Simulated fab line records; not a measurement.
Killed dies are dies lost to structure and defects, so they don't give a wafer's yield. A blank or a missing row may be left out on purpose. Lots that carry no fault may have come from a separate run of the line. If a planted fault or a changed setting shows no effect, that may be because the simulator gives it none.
Matching of chambers / flow n5-finfet / cvd-co-02 running N5_BEOL_M0_PRE_CLEAN_131: 3 sister chambers
The step time 15 s. 18 wafers are shown with their chamber, then 9 later ones without.

## WAFERS PAIRED WITH THEIR CHAMBERS
wafer=L075.1; chamber=0; heater-power-w (W)=113
wafer=L075.3; chamber=2; heater-power-w (W)=67
wafer=L075.6; chamber=2; heater-power-w (W)=67
wafer=L077.1; chamber=0; heater-power-w (W)=114
wafer=L077.2; chamber=1; heater-power-w (W)=67
wafer=L077.5; chamber=2; heater-power-w (W)=65
wafer=L078.1; chamber=0; heater-power-w (W)=111
wafer=L078.3; chamber=1; heater-power-w (W)=68
wafer=L078.5; chamber=2; heater-power-w (W)=66
wafer=L079.2; chamber=2; heater-power-w (W)=66
wafer=L079.4; chamber=2; heater-power-w (W)=65
wafer=L079.5; chamber=0; heater-power-w (W)=114
wafer=L080.1; chamber=1; heater-power-w (W)=69
wafer=L080.4; chamber=1; heater-power-w (W)=68
wafer=L080.6; chamber=2; heater-power-w (W)=64
wafer=L083.3; chamber=1; heater-power-w (W)=70
wafer=L083.4; chamber=2; heater-power-w (W)=67
wafer=L083.5; chamber=1; heater-power-w (W)=70

SIGNATURES, as means of the wafers listed above
reading=heater-power-w; chamber 0=113.00; chamber 1=68.67; chamber 2=65.88; scatter within a chamber=1.22
Rule: for each reading, subtract the chamber's mean from the wafer's reading, divide by that reading's scatter and square the result; add these up over the readings and take the root, which gives the wafer's distance from the chamber. The wafer belongs to the nearest chamber; if the next one is less than 2 further off, it can't be placed. The scatter: take each reading less its chamber's mean, square it, sum over the shown wafers, divide by the number of wafers less the number of chambers, and take the root.

## WAFERS MISSING THEIR CHAMBER
wafer=L086.1; heater-power-w (W)=114
wafer=L086.2; heater-power-w (W)=67
wafer=L086.6; heater-power-w (W)=113
wafer=L088.1; heater-power-w (W)=68
wafer=L088.4; heater-power-w (W)=66
wafer=L088.5; heater-power-w (W)=69
wafer=L092.1; heater-power-w (W)=115
wafer=L092.2; heater-power-w (W)=66
wafer=L092.3; heater-power-w (W)=64

## EACH ONE'S CHAMBER
wafer=L086.1; from the rows above=0; in truth=0
wafer=L086.2; from the rows above=can't be placed: 2 or 1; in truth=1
wafer=L086.6; from the rows above=0; in truth=0
wafer=L088.1; from the rows above=can't be placed: 1 or 2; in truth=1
wafer=L088.4; from the rows above=2; in truth=2
wafer=L088.5; from the rows above=1; in truth=1
wafer=L092.1; from the rows above=0; in truth=0
wafer=L092.2; from the rows above=2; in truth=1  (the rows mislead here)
wafer=L092.3; from the rows above=2; in truth=2
Placed correctly: 6 of 9. Unplaceable from these rows: 2, with the true chamber sitting among the candidates in 2. Placed wrongly: 1.
